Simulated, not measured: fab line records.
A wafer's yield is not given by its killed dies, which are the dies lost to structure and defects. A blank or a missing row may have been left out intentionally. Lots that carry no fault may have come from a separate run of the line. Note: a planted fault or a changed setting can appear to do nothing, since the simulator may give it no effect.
Split-lot experiment + flow n5 finfet + 21 wafers read across 7 lots, on a route 1938 steps long

## SPLIT DETAILS
At N5_BEOL_M0_SAQP_PECVD_97 (deposits SiNx from SiH4/NH3/N2, target thk 23 nm, time 19.9 s), the setting time s was moved away from the recipe's 19.9 s on 7 of the 21 wafers read, by -12.2% to +13.3%. For the rest of the wafers, this setting stayed at what the recipe calls for.

The reading is taken at the split's own step.

## THE READING
SiNx_of_BEOL_M0_SAQP_PECVD_97.thk nm (the simulator's own value, which no gauge read), in nm, at N5_BEOL_M0_SAQP_PECVD_97 (deposits SiNx from SiH4/NH3/N2, target thk 23 nm, time 19.9 s). No usual value for it is given in the file. Average 23.1 nm, standard deviation 0.24 nm, over the 14 wafers here run with the recipe.

| wafer  | tool, chamber at the split | time s as run, s | against the recipe | SiNx_of_BEOL_M0_SAQP_PECVD_97.thk nm, nm | against lot-mates on the recipe |
|--------|----------------------------|------------------|--------------------|------------------------------------------|---------------------------------|
| L076.2 | pecvd-02, 2                | 21.19            | +6.5%              | 24.4                                     | no lot-mate on the recipe       |
| L076.3 | pecvd-02, 1                | 21.19            | +6.5%              | 24.2                                     | no lot-mate on the recipe       |
| L076.4 | pecvd-02, 1                | 21.19            | +6.5%              | 24.6                                     | no lot-mate on the recipe       |
| L078.2 | pecvd-02, 1                | 19.9             | recipe             | 23                                       | -                               |
| L078.3 | pecvd-02, 2                | 19.9             | recipe             | 23.2                                     | -                               |
| L078.5 | pecvd-02, 0                | 19.9             | recipe             | 23.6                                     | -                               |
| L080.1 | pecvd-04, 1                | 19.9             | recipe             | 23                                       | -                               |
| L080.2 | pecvd-04, 0                | 17.48            | -12.2%             | 20.4                                     | -2.6                            |
| L080.3 | pecvd-04, 2                | 17.48            | -12.2%             | 20                                       | -3.0                            |
| L083.1 | pecvd-04, 1                | 19.9             | recipe             | 23.2                                     | -                               |
| L083.3 | pecvd-04, 0                | 22.55            | +13.3%             | 26.6                                     | +3.2                            |
| L083.6 | pecvd-04, 0                | 19.9             | recipe             | 23.6                                     | -                               |
| L084.2 | pecvd-04, 0                | 19.9             | recipe             | 22.6                                     | -                               |
| L084.3 | pecvd-04, 1,0              | 19.9             | recipe             | 23.2                                     | -                               |
| L084.4 | pecvd-04, 1,0              | 19.9             | recipe             | 23.2                                     | -                               |
| L086.2 | pecvd-04, 1                | 17.89            | -10.1%             | 20.6                                     | -2.5                            |
| L086.4 | pecvd-04, 0                | 19.9             | recipe             | 23.2                                     | -                               |
| L086.6 | pecvd-04, 2                | 19.9             | recipe             | 23                                       | -                               |
| L097.3 | pecvd-02, 1,0              | 19.9             | recipe             | 23                                       | -                               |
| L097.5 | pecvd-02, 1,0              | 19.9             | recipe             | 23                                       | -                               |
| L097.6 | pecvd-02, 1                | 19.9             | recipe             | 23.2                                     | -                               |
Where a row lists several chambers, the file gives one row for several wafers and doesn't say which wafer went through which chamber.

FIT RESULTS
A straight line over all 21 wafers: SiNx_of_BEOL_M0_SAQP_PECVD_97.thk nm changes by +0.239 nm for each +1% of time s; r = +0.98; the points scatter about the line by 0.26 nm.
The same after taking each lot's own level away (the mean of its wafers on the recipe; 18 wafers): +0.237 nm for each +1%; r = +0.99; scatter 0.2 nm.
Per that fit: largest time s move, reading shift of 3.2 nm.
From 23.00 to 23.40 nm: that is the span of the lots' own levels, equal to 1.6 times the standard deviation above.
So the lot-to-lot level changes the slope little: the two slopes agree.
Check: +3.12 nm against its lot-mates is what the line predicts for one of the wafers moved furthest among these (+13.3%) when that wafer is left out of the fit. Against them it came out at +3.2 nm.

## FILE'S OWN FIT
SiNx_of_BEOL_M0_SAQP_PECVD_97.thk nm changes by +0.239 nm for each +1% of time s, r = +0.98.
